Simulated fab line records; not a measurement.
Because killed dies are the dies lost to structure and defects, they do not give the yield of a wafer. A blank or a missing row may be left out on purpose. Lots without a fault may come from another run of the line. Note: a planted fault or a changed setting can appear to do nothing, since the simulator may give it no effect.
Matching of chambers || flow n5-finfet || 4 sister chambers for N5_BEOL_M0_SAQP_SPACER2_ALD_26 on ald-sin-02
The step deposits SiO2, target thk 15 nm, pulse time 1 s, purge time 2 s. 24 wafers are shown with their chamber, then 12 later ones without.

== EACH WAFER AND ITS CHAMBER ==
{"wafer": "L074.1", "chamber": 3, "heater-power-w (W)": 468, "precursor-pulse-height-rel": 0.972}
{"wafer": "L074.4", "chamber": 2, "heater-power-w (W)": 423, "precursor-pulse-height-rel": 0.993}
{"wafer": "L074.5", "chamber": 0, "heater-power-w (W)": 431, "precursor-pulse-height-rel": 0.991}
{"wafer": "L075.3", "chamber": 3, "heater-power-w (W)": 476, "precursor-pulse-height-rel": 0.962}
{"wafer": "L075.4", "chamber": 0, "heater-power-w (W)": 431, "precursor-pulse-height-rel": 0.978}
{"wafer": "L075.6", "chamber": 0, "heater-power-w (W)": 455, "precursor-pulse-height-rel": 0.997}
{"wafer": "L076.2", "chamber": 2, "heater-power-w (W)": 450, "precursor-pulse-height-rel": 1.012}
{"wafer": "L076.3", "chamber": 3, "heater-power-w (W)": 468, "precursor-pulse-height-rel": 0.963}
{"wafer": "L076.5", "chamber": 0, "heater-power-w (W)": 432, "precursor-pulse-height-rel": 0.995}
{"wafer": "L079.1", "chamber": 0, "heater-power-w (W)": 440, "precursor-pulse-height-rel": 0.976}
{"wafer": "L079.2", "chamber": 3, "heater-power-w (W)": 466, "precursor-pulse-height-rel": 0.994}
{"wafer": "L079.5", "chamber": 3, "heater-power-w (W)": 470, "precursor-pulse-height-rel": 0.991}
{"wafer": "L082.1", "chamber": 2, "heater-power-w (W)": 446, "precursor-pulse-height-rel": 1.001}
{"wafer": "L082.2", "chamber": 0, "heater-power-w (W)": 448, "precursor-pulse-height-rel": 1.033}
{"wafer": "L082.3", "chamber": 3, "heater-power-w (W)": 469, "precursor-pulse-height-rel": 1.019}
{"wafer": "L084.2", "chamber": 0, "heater-power-w (W)": 439, "precursor-pulse-height-rel": 1.019}
{"wafer": "L084.3", "chamber": 2, "heater-power-w (W)": 454, "precursor-pulse-height-rel": 1.016}
{"wafer": "L084.4", "chamber": 1, "heater-power-w (W)": 438, "precursor-pulse-height-rel": 1.047}
{"wafer": "L085.4", "chamber": 3, "heater-power-w (W)": 474, "precursor-pulse-height-rel": 1.010}
{"wafer": "L085.5", "chamber": 1, "heater-power-w (W)": 428, "precursor-pulse-height-rel": 1.002}
{"wafer": "L085.6", "chamber": 0, "heater-power-w (W)": 442, "precursor-pulse-height-rel": 0.974}
{"wafer": "L088.1", "chamber": 0, "heater-power-w (W)": 450, "precursor-pulse-height-rel": 1.011}
{"wafer": "L088.3", "chamber": 2, "heater-power-w (W)": 438, "precursor-pulse-height-rel": 1.030}
{"wafer": "L088.4", "chamber": 1, "heater-power-w (W)": 444, "precursor-pulse-height-rel": 0.990}

SIGNATURES (means of the wafers above)
{"reading": "heater-power-w", "chamber 0": 440.89, "chamber 1": 436.67, "chamber 2": 442.20, "chamber 3": 470.14, "scatter within a chamber": 8.43}
{"reading": "precursor-pulse-height-rel", "chamber 0": 0.99711, "chamber 1": 1.01300, "chamber 2": 1.01040, "chamber 3": 0.98729, "scatter within a chamber": 0.0212}
Rule: for each reading, subtract the chamber's mean from the wafer's reading, divide by that reading's scatter and square the result; add these up over the readings and take the root, which gives the wafer's distance from the chamber. If the next closest chamber is less than 2 further off than the closest, the wafer can't be placed; otherwise it belongs to the closest. The scatter: the root of (the sum of the squares of (reading less its chamber's mean) over the shown wafers, divided by (wafers less chambers)).

== WAFERS MISSING THEIR CHAMBER ==
{"wafer": "L089.1", "heater-power-w (W)": 473, "precursor-pulse-height-rel": 1.008}
{"wafer": "L089.2", "heater-power-w (W)": 443, "precursor-pulse-height-rel": 0.988}
{"wafer": "L089.3", "heater-power-w (W)": 428, "precursor-pulse-height-rel": 0.997}
{"wafer": "L089.4", "heater-power-w (W)": 443, "precursor-pulse-height-rel": 0.973}
{"wafer": "L089.5", "heater-power-w (W)": 466, "precursor-pulse-height-rel": 1.045}
{"wafer": "L089.6", "heater-power-w (W)": 452, "precursor-pulse-height-rel": 0.971}
{"wafer": "L094.2", "heater-power-w (W)": 470, "precursor-pulse-height-rel": 1.021}
{"wafer": "L094.3", "heater-power-w (W)": 437, "precursor-pulse-height-rel": 1.001}
{"wafer": "L094.6", "heater-power-w (W)": 476, "precursor-pulse-height-rel": 0.994}
{"wafer": "L095.1", "heater-power-w (W)": 439, "precursor-pulse-height-rel": 1.007}
{"wafer": "L095.3", "heater-power-w (W)": 472, "precursor-pulse-height-rel": 0.989}
{"wafer": "L095.5", "heater-power-w (W)": 439, "precursor-pulse-height-rel": 0.993}

== WHICH CHAMBER EACH ONE RAN IN ==
{"wafer": "L089.1", "from the rows above": 3, "in truth": 3}
{"wafer": "L089.2", "from the rows above": "can't be placed: 0 or 2 or 1", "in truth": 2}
{"wafer": "L089.3", "from the rows above": "can't be placed: 1 or 0 or 2", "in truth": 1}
{"wafer": "L089.4", "from the rows above": "can't be placed: 0 or 2 or 1", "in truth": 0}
{"wafer": "L089.5", "from the rows above": "can't be placed: 3 or 2 or 0 or 1", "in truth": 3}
{"wafer": "L089.6", "from the rows above": "can't be placed: 0 or 2 or 3 or 1", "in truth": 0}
{"wafer": "L094.2", "from the rows above": "can't be placed: 3 or 2", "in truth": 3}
{"wafer": "L094.3", "from the rows above": "can't be placed: 0 or 1 or 2", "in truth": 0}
{"wafer": "L094.6", "from the rows above": 3, "in truth": 3}
{"wafer": "L095.1", "from the rows above": "can't be placed: 1 or 2 or 0", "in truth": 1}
{"wafer": "L095.3", "from the rows above": 3, "in truth": 3}
{"wafer": "L095.5", "from the rows above": "can't be placed: 0 or 2 or 1", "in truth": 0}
3 of 12 placed correctly. Unplaceable from these rows: 9, with the true chamber sitting among the candidates in 9. Placed wrongly: 0.
